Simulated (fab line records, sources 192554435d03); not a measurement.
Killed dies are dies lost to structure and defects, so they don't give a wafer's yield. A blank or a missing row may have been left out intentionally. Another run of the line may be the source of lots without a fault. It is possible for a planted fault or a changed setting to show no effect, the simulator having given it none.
fab line records | flow n5_finfet
[record] lots = 7 wafers = 39
route steps=1938 shown ZERO_LAYER@4 FIN_SAQP@100 STI_FIN_REVEAL@198 HKMG_FIN@429 MOL_CONTACT_COAG@559 BEOL_M0@736 BEOL_M4@1023
start_h: start of the lot's first displayed wafer, in hours after the record's first day | wait_h: hours from the lot's prior step to this one | " repeats the value in the row above | L1.1+2: a single row standing in for several wafers | - value missing, or start not given | * or withheld: withheld | < > ~ a bound
route shown NAME@n: a module of which the file shows steps, and the number in the route of the first | usual: average and standard deviation across the fault-free wafers | same: alike in all rows | chamber/n: place in a boat | sites: readings site by site | _std_site: standard deviation across them | _edge_site: inner sites' mean taken away from outer sites' mean | radius_mm: how far each site lies from the wafer's centre | mask NAME#n: copy n | behind: the most recent tool/chamber to have shaped the wafer | hold: what put the lot on hold/how long, in hours/how the hold closed | device: names the non-switching transistor (n, p or np) | end of line: tests run on the same wafers once the route is complete | for a step that has no rows: nothing shown but its recipe | killed: count of dies lost to structure and defects at first sort (not the wafer's yield) | map: the dies of a wafer, with x for killed, . for not killed, _ for no die there
set.NAME: the setting as run; set.NAME@STEP: as run at that earlier step | model.NAME: the simulator's own value behind a step, which no gauge read
lots whose settings were changed on purpose; a table a step, a row a wafer
[[steps]]
[step N5_ZERO_LAYER_PECVD_02]
[recipe] material = SiO2 target_thk_a = 100 temp_c = 400 precursor = SiH4/N2O pressure_torr = 0.75 rf_w = 275 time_s = 6
[step N5_FIN_SAQP_PECVD_06]
[recipe] material = a-Si target_thk_a = 600 temp_c = 400 precursor = SiH4/He pressure_torr = 3 rf_w = 100 time_s = 48.1
[step N5_STI_FIN_REVEAL_PRECLEAN_17]
[recipe] chemistry = NF3:NH3 afs_cycles = 1 temp_c = 30 time_s = 20 sublimation_temp_c = 180 sublimation_time_s = 60 pressure_torr = 3 rf_power_w = 30
[step N5_HKMG_FIN_DEVELOP_11]
[recipe] develop_time_s = 30 developer = TMAH resist = CAR-ArF dev_temp_c = 23 rinse_liquid = diw dry = air_spin
[step N5_MOL_CONTACT_COAG_ALD_27]
[recipe] material = SiOC target_thk_a = 170 temp_c = 400 ald_precursor_family = carbosiloxane ald_co_reactant = H2-plasma pulse_time_s = 1.5 time_s = 2720 purge_time_s = 2 co_reactant_purge_time_s = 2 ald_cycles = 340 pressure_torr = 2
[step N5_BEOL_M0_SPUTTER_132]
[recipe] material = Cu target_thk_a = 40 temp_c = -20 chamber_pressure_pa = 0.07 power_w = withheld time_s = 7.37
[step N5_BEOL_M4_PECVD_72]
[recipe] material = SiO2 target_thk_a = 160 temp_c = 400 precursor = TEOS/O2 pressure_torr = 5.5 rf_w = 450 teos_flow_sccm = 53.8 gas = O2 flow_sccm = 3000 time_s = 18
[step N5_BEOL_M4_RC_MEAS_101]
[usual] CJ_N = 4.37/0.09 RS_PWELL = 3011/22
// columns lot.wafer tool chamber start_h wait_h set.time_s@ZERO_LAYER_PECVD_02 set.time_s@FIN_SAQP_PECVD_06 set.time_s@STI_FIN_REVEAL_PRECLEAN_17 set.develop_time_s@HKMG_FIN_DEVELOP_11 set.ald_cycles@MOL_CONTACT_COAG_ALD_27 set.target_thk_a@BEOL_M0_SPUTTER_132 set.time_s@BEOL_M4_PECVD_72 CJ_N RS_PWELL[ohm/sq]
L077.1 prober-02 0 181.77 0.0 6 48.1 20 35.02 454 58.56 18 4.44 3033
L077.2 " 0 " " 6 56.78 20 30 454 40 26.9 4.47 3023
L077.3 " 0 " " 9.336 56.78 20 35.02 454 58.56 26.9 4.74 3080
L077.4 " 0 " " 9.336 48.1 20 35.02 340 40 18 4.85 3093
L077.5 " 0 " " 9.336 56.78 20 30 340 40 18 4.75 3120
L077.6 " 0 " " 6 48.1 20 30 340 58.56 26.9 4.34 3034
L080.3 prober-01 0 198.22 0.3 6 48.1 20 30 340 40 18 4.38 2985
L080.4 " 0 " " 6 48.1 20 30 340 40 18 4.39 2982
L080.6 " 0 " " 6 48.1 20 30 340 40 18 4.32 2993
L081.1 prober-02 0 207.27 0.0 4.628 48.1 20 30 213 40 18 4.21 2965
L081.2 " 0 " " 6 48.1 20 30 340 40 18 4.25 2965
L081.3 " 0 " " 4.628 62.81 20 12.35 213 40 18 4.21 2946
L081.4 " 0 " " 6 62.81 25.91 12.35 340 40 18 4.41 2992
L081.5 " 0 " " 6 48.1 25.91 12.35 213 40 18 4.39 2985
L081.6 " 0 " " 4.628 62.81 25.91 30 340 40 18 4.06 2962
L088.1 prober-02 0 246.51 0.0 2.851 48.1 30.67 30 340 40 18 3.92 2920
L088.2 " 0 " " 6 48.1 30.67 19.12 340 54.24 18 4.43 3018
L088.3 " 0 " " 2.851 64.94 20 19.12 511 40 18 3.83 2906
L088.4 " 0 " " 2.851 48.1 20 30 511 40 18 3.91 2940
L088.5 " 0 " " 6 64.94 20 19.12 340 54.24 18 4.29 3008
L088.6 " 0 " " 6 64.94 30.67 30 511 54.24 18 4.40 3020
L090.1 prober-01 0 262.82 0.0 3.055 48.1 13.55 30 233 60.02 18 3.92 2905
L090.2 " 0 " " 3.055 48.1 20 38.84 233 60.02 28.29 4.04 2946
L090.3 " 0 " " 6 48.1 13.55 38.84 340 40 18 4.17 3017
L090.4 " 0 " " 6 20.27 13.55 30 340 60.02 28.29 4.29 3023
L090.5 " 0 " " 6 20.27 20 30 233 40 18 4.39 2990
L090.6 " 0 " " 3.055 20.27 20 38.84 340 40 28.29 3.93 2931
L096.1 prober-02 0 296.59 0.0 6 26.12 20 17.54 258 40 21.29 4.54 3015
L096.2 " 0 " " 6 48.1 20 30 340 57.48 21.29 4.58 2990
L096.3 " 0 " " 6 26.12 15.59 30 340 57.48 18 4.52 3005
L096.4 " 0 " " 6 26.12 15.59 17.54 258 57.48 21.29 4.58 3000
L096.5 " 0 " " 6 48.1 15.59 17.54 340 40 18 4.50 3038
L096.6 " 0 " " 6 48.1 20 30 258 40 18 4.52 3042
L097.1 prober-01 0 314.51 0.0 6 27.54 28.71 13.75 340 40 23.22 4.40 3022
L097.2 " 0 " " 6 27.54 28.71 30 440 40 23.22 4.31 3019
L097.3 " 0 " " 3.328 48.1 28.71 30 340 40 18 4.02 2951
L097.4 " 0 " " 3.328 48.1 20 13.75 440 40 18 4.03 2998
L097.5 " 0 " " 6 48.1 20 30 440 40 18 4.44 3038
L097.6 " 0 " " 3.328 27.54 20 13.75 340 40 23.22 4.05 2967
[[key]]
[split] step = N5_ZERO_LAYER_PECVD_02 setting = time_s stated_as = 6
[response] step = N5_BEOL_M4_RC_MEAS_101 reading = CJ_N slope = +0.0073 per = 1% together_with = all explained = 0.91
[response] step = N5_BEOL_M4_RC_MEAS_101 reading = RS_PWELL slope = +1.48 per = 1% together_with = all explained = 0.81
[split] step = N5_FIN_SAQP_PECVD_06 setting = time_s stated_as = 48.1
response none clear
[split] step = N5_STI_FIN_REVEAL_PRECLEAN_17 setting = time_s stated_as = 20
response none clear
[split] step = N5_HKMG_FIN_DEVELOP_11 setting = develop_time_s stated_as = 30
response none clear
[split] step = N5_MOL_CONTACT_COAG_ALD_27 setting = ald_cycles stated_as = 340
response none clear
[split] step = N5_BEOL_M0_SPUTTER_132 setting = target_thk_a stated_as = 40
response none clear
[split] step = N5_BEOL_M4_PECVD_72 setting = time_s stated_as = 18
response none clear
